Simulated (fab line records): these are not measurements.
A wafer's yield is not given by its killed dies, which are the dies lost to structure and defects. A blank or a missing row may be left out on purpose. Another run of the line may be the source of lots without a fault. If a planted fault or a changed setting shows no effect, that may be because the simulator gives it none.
Shared-tool check    flow n5_finfet    Sample size 9 lots and 27 wafers

## REASON IT WAS OPENED
At N5_FIN_SAQP_CD_MEAS_16 the reading cd_nm is flagged on 2 of 9 lots. Fault-free wafers read 35.60 nm, with a standard deviation of 0.29.
Rule: flag the lot when none of its wafers has a number, or when each of its wafers that has one lies beyond 4 standard deviations from that mean. The rest of the lots are taken to be sound.

lot   measured     on         cd_nm (nm), wafer by wafer  flag
L459  day 2 03:54  cd_sem-02  35.21 35.95 35.43           
L462  day 2 22:07  cd_sem-01  37.51 37.26 37.53           FLAGGED
L464  day 3 10:01  cd_sem-02  37.52 38.03 37.28           FLAGGED
L471  day 5 05:58  cd_sem-02  35.52 36.03 36.09           
L474  day 5 22:13  cd_sem-02  35.18 35.40 36.21           
L475  day 6 04:20  cd_sem-03  35.66 35.22 35.56           
L476  day 6 10:20  cd_sem-01  35.82 35.99 35.94           
L477  day 6 15:48  cd_sem-01  35.60 35.82 35.74           
L478  day 6 22:02  cd_sem-01  35.11 35.32 35.20           
Average over the flagged lots: 37.52 nm; offset from the usual +1.92 nm, equal to +7 standard deviations.

## LOT BY LOT: THE TOOL USED
The record holds 1 process step before the reading, out of a route of 1938 steps. In each cell: the tool, then ch and the chambers that the sampled wafers went through, then the start.
lot   flag     N5_FIN_SAQP_PEB_14
L459           litho_track-02 ch 0, day 2 03:50
L462  FLAGGED  litho_track-02 ch 0, day 2 22:03
L464  FLAGGED  litho_track-02 ch 0, day 3 09:56
L471           litho_track-01 ch 0, day 5 05:53
L474           litho_track-02 ch 0, day 5 22:08
L475           litho_track-04 ch 0, day 6 04:16
L476           litho_track-02 ch 0, day 6 10:16
L477           litho_track-02 ch 0, day 6 15:44
L478           litho_track-02 ch 0, day 6 21:58
What these steps do:
- N5_FIN_SAQP_PEB_14: peb time 60 s.
- N5_FIN_SAQP_CD_MEAS_16: target cd 35.6 nm.

## FLAGGED OVER TOTAL, TOOL BY TOOL (the gauges that took the reading come last)
step                    tool            lots run  flagged  share of the flagged lots  sound lots run after its first flagged lot
N5_FIN_SAQP_PEB_14      litho_track-01  1         0        none                       -
N5_FIN_SAQP_PEB_14      litho_track-02  7         2        all                        4 (L474,L476,L477,L478)
N5_FIN_SAQP_PEB_14      litho_track-04  1         0        none                       -
N5_FIN_SAQP_CD_MEAS_16  cd_sem-01       4         1        some                       3 (L476,L477,L478)
N5_FIN_SAQP_CD_MEAS_16  cd_sem-02       4         1        some                       2 (L471,L474)
N5_FIN_SAQP_CD_MEAS_16  cd_sem-03       1         0        none                       -

## THE TABLE: WHAT IT ALLOWS
1 row of the table ran every flagged lot: litho_track-02 at N5_FIN_SAQP_PEB_14.
- litho_track-02 at N5_FIN_SAQP_PEB_14: 2 of its 7 lots flagged. Sound lots followed the first flagged one (L474, L476, L477, L478) on it, something a lasting fault affecting the whole tool could not allow.
None of the table's rows ran every flagged lot and, after the first, no sound lot.

## WHAT HAD BEEN PUT IN BY THE SIMULATOR
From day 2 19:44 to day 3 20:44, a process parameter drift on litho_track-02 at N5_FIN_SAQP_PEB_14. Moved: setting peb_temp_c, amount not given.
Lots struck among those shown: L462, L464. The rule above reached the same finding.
